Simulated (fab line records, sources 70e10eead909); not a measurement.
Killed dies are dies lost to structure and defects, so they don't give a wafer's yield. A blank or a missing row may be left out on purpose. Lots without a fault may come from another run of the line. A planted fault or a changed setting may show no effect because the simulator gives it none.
A struck lot beside a sound one | flow nand_harc | 20 steps out of a route of 1159
Sound: wafers L875.2, L875.3, L875.6. Struck: wafers L877.2, L877.3, L877.5. The cause comes at the end.
At each step with rows: each side's tool, then ch and its chambers, then its first start. Under that, the readings that differ: sound wafers | struck wafers | difference of the means | sigmas: that difference in standard deviations of wafers without a fault.
alike: readings whose means differ by less than 2 such deviations, and words and numbers that are the same on both sides. not compared: withheld readings, readings that some wafer has no value for, bounds like >300 that may hide the same value, and numbers for which the record gives no deviation and whose values overlap.
The two part at a step that has a row with sigmas, a row that says differs or no value, or rows on one side only. Numbers that don't overlap but have no deviation are shown without sigmas and don't part them. A reading that every wafer of one side lacks parts them only if that side has two wafers or more.

NHARC_P_GATE_CD_MEAS_59: target cd 720 nm.
  sound on cd_sem-01 ch 0, day 5 22:52; struck on cd_sem-03 ch 0, day 6 06:52
  alike: cd_nm
then, 1 step without rows for these wafers: NHARC_P_GATE_HARDBAKE_60 (time 80 s).
NHARC_P_GATE_DESCUM_61: chemistry O2, time 3 s.
  sound on rie_diel-13 ch 0,1,2, day 5 23:03; struck on rie_diel-04 ch 0,1,3, day 6 07:01
  alike: drypump_motor_current_A, oes_product_au, rf_vpp_V, showerhead_plenum_p_Torr, throttle_valve_pct
  not compared: rf_hours_counter_h
then, 1 step without rows for these wafers: NHARC_P_GATE_IMPLANT_62.
NHARC_P_GATE_STRIP_112: strips in N2/H2, time 200 s.
  sound on plasma_asher-02 ch 1, day 5 23:23; struck on plasma_asher-02 ch 0,1, day 6 07:23
  alike: drypump_motor_current_A, heater_power_w
  not compared: rf_hours_counter_h
NHARC_P_GATE_STRIP_76: strips in O2.
  sound on plasma_asher-02 ch 1, day 5 23:39; struck on plasma_asher-02 ch 0,1, day 6 07:40
  alike: drypump_motor_current_A, heater_power_w
  not compared: rf_hours_counter_h
then, 6 steps without rows for these wafers: NHARC_P_GATE_STRIP_63 (strips in SPM, time 900 s); NHARC_P_GATE_DEHYDRATE_83 (time 120 s); NHARC_P_GATE_HMDS_84 (time 30 s); NHARC_P_GATE_COAT_85; NHARC_P_GATE_SOFTBAKE_86 (time 95 s); NHARC_P_GATE_EBR_87.
NHARC_P_GATE_EXPOSE_88: exposes mask P HVN, target cd 2000 nm.
  sound on krf_scanner-03 ch 0, day 6 00:25; struck on krf_scanner-03 ch 0, day 6 08:26
  reading | sound                   | struck                           | difference | sigmas
  mask    | P_HVN#0 P_HVN#0 P_HVN#0 | P_HVN_R1#0 P_HVN_R1#0 P_HVN_R1#0 | differs    |
then, 2 steps without rows for these wafers: NHARC_P_GATE_PEB_89 (peb time 85 s); NHARC_P_GATE_DEVELOP_90 (time 70 s).
NHARC_P_GATE_CD_MEAS_91: target cd 2000 nm.
  sound on cd_sem-01 ch 0, day 6 00:34; struck on cd_sem-01 ch 0, day 6 08:35
  reading    | sound                | struck               | difference | sigmas
  cd_nm (nm) | 2001.6 2000.9 2000.2 | 1967.2 1962.0 1964.9 | -36.2      | -20
then, 1 step without rows for these wafers: NHARC_P_GATE_HARDBAKE_92 (time 80 s).
NHARC_P_GATE_DESCUM_93: chemistry O2, time 3 s.
  sound on rie_diel-06 ch 1,2,3, day 6 00:46; struck on rie_diel-04 ch 0,3, day 6 08:45
  reading                     | sound          | struck         | difference | sigmas
  drypump_motor_current_A (A) | 6.4 6.3 6.6    | 5.1 5.8 5.1    | -1.1       | -2
  model.P_GATE.cd_nm (nm)     | 2002 2001 2001 | 1968 1963 1966 | -36        |
  alike: oes_product_au, rf_vpp_V, showerhead_plenum_p_Torr, throttle_valve_pct
  not compared: rf_hours_counter_h
then, 2 steps without rows for these wafers: NHARC_P_GATE_IMPLANT_94; NHARC_END_SORT_01.

WHERE THEY PART
First at NHARC_P_GATE_EXPOSE_88; last, within this record, at NHARC_P_GATE_DESCUM_93.

WHY: what the simulator had put in
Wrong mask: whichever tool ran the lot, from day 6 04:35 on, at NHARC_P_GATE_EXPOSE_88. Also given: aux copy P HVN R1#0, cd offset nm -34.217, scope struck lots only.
